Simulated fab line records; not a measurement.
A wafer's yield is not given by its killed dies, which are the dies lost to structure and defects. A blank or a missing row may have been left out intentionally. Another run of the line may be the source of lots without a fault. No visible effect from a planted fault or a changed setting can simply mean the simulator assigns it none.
Which of the tools did it?	flow n5-finfet	Sampling: 21 lots, 63 wafers, 4 of 1938 route steps

## WHAT EACH GAUGE READ, for each wafer
N5_SD_ACTIVATION_RS_MEAS_03: the measuring method here is four-point-probe.
lot	measured	on	RS_SD_N (ohm/sq)	RS_SD_P (ohm/sq)
L074	day 3 09:14	film-metro-02	22.02 22.10 22.38	58.6 57.8 57.9
L075	day 3 16:35	film-metro-02	21.71 21.91 21.70	55.9 54.9 55.4
L076	day 3 21:21	film-metro-01	21.91 21.73 21.51	54.8 54.2 54.8
L077	day 4 03:22	film-metro-01	21.55 21.62 21.77	55.5 54.6 56.0
L078	day 4 10:05	film-metro-01	21.62 21.46 21.63	55.7 55.0 55.6
L079	day 4 15:25	film-metro-01	21.73 22.09 21.95	58.4 58.7 58.7
L080	day 4 22:47	film-metro-01	21.85 22.29 21.96	58.1 58.2 56.9
L081	day 5 05:29	film-metro-01	21.38 22.01 21.81	57.6 57.6 57.6
L082	day 5 14:25	film-metro-01	21.69 21.71 21.82	56.2 56.0 55.6
L083	day 5 18:29	film-metro-01	21.95 22.19 22.26	55.9 57.3 56.6
L086	day 6 11:34	film-metro-02	22.82 22.70 22.75	56.6 56.3 57.6
L087	day 6 17:05	film-metro-02	21.67 21.86 21.98	57.6 58.2 57.4
L089	day 7 05:04	film-metro-01	21.67 21.61 21.89	57.1 56.8 56.9
L090	day 7 09:30	film-metro-01	21.96 21.89 21.93	56.1 56.9 56.4
L091	day 7 16:00	film-metro-01	22.26 21.84 22.07	56.8 56.7 56.5
L092	day 7 22:15	film-metro-02	22.10 21.97 21.66	55.6 55.6 55.8
L093	day 8 04:44	film-metro-01	22.21 22.06 22.20	54.5 54.2 55.2
L094	day 8 08:32	film-metro-01	21.52 21.21 21.46	55.6 55.7 55.8
L095	day 8 21:05	film-metro-02	21.71 21.79 21.73	55.2 54.7 54.2
L096	day 9 02:53	film-metro-02	21.97 21.75 21.44	56.5 56.0 56.4
L097	day 9 10:00	film-metro-02	21.62 21.71 22.04	56.7 56.3 56.4

## WHAT TOOL EACH LOT RAN ON (gives the tool, then ch and the chambers of the sampled wafers, and finally the start)
lot	N5_SD_EPI_N_DESCUM_14	N5_SD_EPI_N_ETCH_45	N5_SD_EPI_N_LINER_46
L074	rie-diel-03 ch 1,2, day 3 00:34	rie-diel-03 ch 1,2, day 3 01:05	ald-sin-01 ch 0,1,2, day 3 04:16
L075	rie-diel-04 ch 0,1,2, day 3 07:59	rie-diel-04 ch 0,1,2, day 3 08:31	ald-sin-02 ch 0,1,3, day 3 11:41
L076	rie-diel-03 ch 1,2,3, day 3 11:52	rie-diel-03 ch 1,2,3, day 3 12:23	ald-sin-01 ch 0,3, day 3 15:37
L077	rie-diel-06 ch 1,2, day 3 17:56	rie-diel-06 ch 1,2, day 3 18:26	ald-sin-02 ch 0,1,3, day 3 22:23
L078	rie-diel-04 ch 0,1,2, day 3 23:34	rie-diel-04 ch 0,1,2, day 4 00:07	ald-sin-03 ch 0,1,3, day 4 04:04
L079	rie-diel-04 ch 0,2, day 4 05:39	rie-diel-04 ch 0,2, day 4 06:10	ald-sin-01 ch 1,3, day 4 10:06
L080	rie-diel-04 ch 0,2,3, day 4 13:40	rie-diel-04 ch 0,2,3, day 4 14:11	ald-sin-03 ch 0,1,3, day 4 17:30
L081	rie-diel-04 ch 2,3, day 4 20:23	rie-diel-04 ch 2,3, day 4 20:54	ald-sin-02 ch 1,3, day 5 00:28
L082	rie-diel-06 ch 0,3, day 5 02:16	rie-diel-06 ch 0,3, day 5 02:46	ald-sin-03 ch 0,1,3, day 5 07:28
L083	rie-diel-06 ch 1,3, day 5 09:05	rie-diel-06 ch 1,3, day 5 09:35	ald-sin-02 ch 0,1,3, day 5 13:31
L086	rie-diel-04 ch 1,3, day 6 02:53	rie-diel-04 ch 1,3, day 6 03:24	ald-sin-01 ch 0,1,3, day 6 06:35
L087	rie-diel-04 ch 0,1, day 6 08:28	rie-diel-04 ch 0,1, day 6 08:59	ald-sin-01 ch 0,3, day 6 12:13
L089	rie-diel-03 ch 1,2, day 6 19:25	rie-diel-03 ch 1,2, day 6 19:56	ald-sin-02 ch 0,1,2, day 6 23:25
L090	rie-diel-03 ch 0,1,2, day 7 00:39	rie-diel-03 ch 0,1,2, day 7 01:10	ald-sin-02 ch 0,1,3, day 7 04:26
L091	rie-diel-04 ch 0,2, day 7 06:34	rie-diel-04 ch 0,2, day 7 07:05	ald-sin-03 ch 0,1, day 7 11:13
L092	rie-diel-04 ch 0,2,3, day 7 12:40	rie-diel-04 ch 0,2,3, day 7 13:10	ald-sin-02 ch 0,1,3, day 7 17:21
L093	rie-diel-06 ch 0,1,3, day 7 19:50	rie-diel-06 ch 0,1,3, day 7 20:21	ald-sin-01 ch 0,2,3, day 7 23:34
L094	rie-diel-04 ch 1,2, day 8 00:04	rie-diel-04 ch 1,2, day 8 00:35	ald-sin-03 ch 0,1,2, day 8 03:46
L095	rie-diel-04 ch 0,2, day 8 11:33	rie-diel-04 ch 0,2, day 8 12:04	ald-sin-01 ch 0,2, day 8 16:11
L096	rie-diel-04 ch 0,2,3, day 8 17:59	rie-diel-04 ch 0,2,3, day 8 18:30	ald-sin-02 ch 0,1,3, day 8 21:44
L097	rie-diel-03 ch 0,2,3, day 8 23:50	rie-diel-03 ch 0,2,3, day 9 00:22	ald-sin-02 ch 0,2, day 9 03:35
- N5_SD_EPI_N_DESCUM_14: chemistry O2, time 7.9 s.
- N5_SD_EPI_N_ETCH_45: etches SiOCN in CH3F/O2, target depth 6 nm.
- N5_SD_EPI_N_LINER_46: material SiNx, target thk 3 nm.

## WHAT THE TOOLS THEMSELVES READ (means of the sampled wafers that have a number; where no wafer has one, the mark that the record gives instead)
N5_SD_EPI_N_DESCUM_14.
lot	tool	chamber-pressure-mTorr (mTorr)	drypump-motor-current-A (A)	oes-product-au (a.u.)	rf-vpp-V (V)	showerhead-plenum-p-Torr (Torr)	throttle-valve-pct (%)
L074	rie-diel-03	20.002	5.63	0.70	241.9	2.01	20.4
L075	rie-diel-04	19.988	5.60	0.85	244.0	2.18	20.3
L076	rie-diel-03	20.015	5.61	0.70	243.1	2.07	20.6
L077	rie-diel-06	19.989	5.10	0.85	242.0	2.03	20.6
L078	rie-diel-04	19.997	5.60	0.84	244.1	2.18	20.3
L079	rie-diel-04	19.992	5.49	0.91	244.1	2.20	20.4
L080	rie-diel-04	20.011	5.54	0.94	243.4	2.17	20.1
L081	rie-diel-04	19.999	5.62	0.94	243.6	2.13	19.8
L082	rie-diel-06	19.994	6.16	0.74	243.5	2.14	20.4
L083	rie-diel-06	20.003	6.09	0.74	243.4	2.11	20.6
L086	rie-diel-04	19.998	5.67	0.77	244.2	2.15	20.4
L087	rie-diel-04	19.996	5.64	0.74	244.7	2.18	20.6
L089	rie-diel-03	20.009	5.59	0.78	242.7	2.13	20.3
L090	rie-diel-03	20.006	5.43	0.85	243.2	2.12	20.3
L091	rie-diel-04	20.017	5.50	0.85	245.2	2.20	20.5
L092	rie-diel-04	19.988	5.54	0.87	244.1	2.16	20.2
L093	rie-diel-06	19.999	5.76	0.73	242.2	2.08	20.5
L094	rie-diel-04	19.993	5.70	0.95	244.1	2.14	20.1
L095	rie-diel-04	20.009	5.58	0.85	243.6	2.15	20.2
L096	rie-diel-04	19.994	5.53	0.86	243.6	2.16	20.2
L097	rie-diel-03	20.010	5.46	0.91	243.3	2.14	20.4

N5_SD_EPI_N_ETCH_45.
lot	tool	CH3F_flow_sccm (sccm)	chamber-pressure-mTorr (mTorr)	drypump-motor-current-A (A)	oes-product-au (a.u.)	rf-vpp-V (V)	showerhead-plenum-p-Torr (Torr)	throttle-valve-pct (%)
L074	rie-diel-03	30.08	14.998	5.63	0.70	126.4	1.92	23.3
L075	rie-diel-04	29.92	14.997	5.59	0.85	128.2	2.07	23.2
L076	rie-diel-03	29.90	15.009	5.62	0.70	126.8	1.98	23.5
L077	rie-diel-06	29.94	15.008	5.09	0.85	126.9	1.94	23.5
L078	rie-diel-04	30.05	15.005	5.59	0.84	127.5	2.07	23.3
L079	rie-diel-04	29.91	14.992	5.50	0.89	129.4	2.09	23.3
L080	rie-diel-04	29.95	14.995	5.54	0.92	128.9	2.07	23.0
L081	rie-diel-04	30.02	15.000	5.61	0.95	127.5	2.04	22.8
L082	rie-diel-06	30.04	15.002	6.14	0.74	128.7	2.04	23.3
L083	rie-diel-06	29.89	14.996	6.09	0.75	128.2	2.02	23.5
L086	rie-diel-04	30.01	14.987	5.68	0.77	127.0	2.05	23.3
L087	rie-diel-04	30.04	15.013	5.64	0.74	129.1	2.07	23.5
L089	rie-diel-03	30.09	15.006	5.58	0.78	128.1	2.03	23.2
L090	rie-diel-03	30.00	14.996	5.41	0.84	127.5	2.02	23.3
L091	rie-diel-04	29.96	15.003	5.50	0.85	128.0	2.08	23.3
L092	rie-diel-04	29.95	14.999	5.53	0.87	127.3	2.06	23.1
L093	rie-diel-06	29.92	14.999	5.76	0.73	127.7	1.99	23.4
L094	rie-diel-04	29.97	15.010	5.71	0.94	127.5	2.04	23.1
L095	rie-diel-04	29.92	15.011	5.57	0.84	128.5	2.05	23.1
L096	rie-diel-04	29.97	15.005	5.54	0.86	127.5	2.05	23.1
L097	rie-diel-03	30.01	14.990	5.47	0.91	127.5	2.04	23.3

N5_SD_EPI_N_LINER_46.
lot	tool	heater-power-w (W)
L074	ald-sin-01	837
L075	ald-sin-02	846
L076	ald-sin-01	813
L077	ald-sin-02	832
L078	ald-sin-03	832
L079	ald-sin-01	763
L080	ald-sin-03	836
L081	ald-sin-02	856
L082	ald-sin-03	825
L083	ald-sin-02	838
L086	ald-sin-01	777
L087	ald-sin-01	841
L089	ald-sin-02	865
L090	ald-sin-02	848
L091	ald-sin-03	841
L092	ald-sin-02	844
L093	ald-sin-01	818
L094	ald-sin-03	909
L095	ald-sin-01	884
L096	ald-sin-02	851
L097	ald-sin-02	896

## THE ANSWER, worked out from the rows above alone
Rule: the usual values come from the lots themselves. The widest of any qualifying gaps counts: lots, ordered by their means at a reading, are off when they make up no more than a third of the lots, leave a main group of 4 or more, and stand apart from it by 3 or more times the standard deviation of that group's means. The tables above print the reading to a certain number of digits; a main group whose means all agree to those digits is not used. A lot without any number at a reading at which 4 lots or more have one is off too. Where the step has rows for the other lots, those lots are counted as sound. Order of review: gauges by route order, followed by the tools' own readings, for which a lot's mean as printed above is used. The first step at which some lot is off is used, and at that step the reading that is off furthest; a lot without a number counts as furthest.
None of the lots is off at any reading shown; this tells nothing.

## WHAT WAS PUT IN BY THE SIMULATOR
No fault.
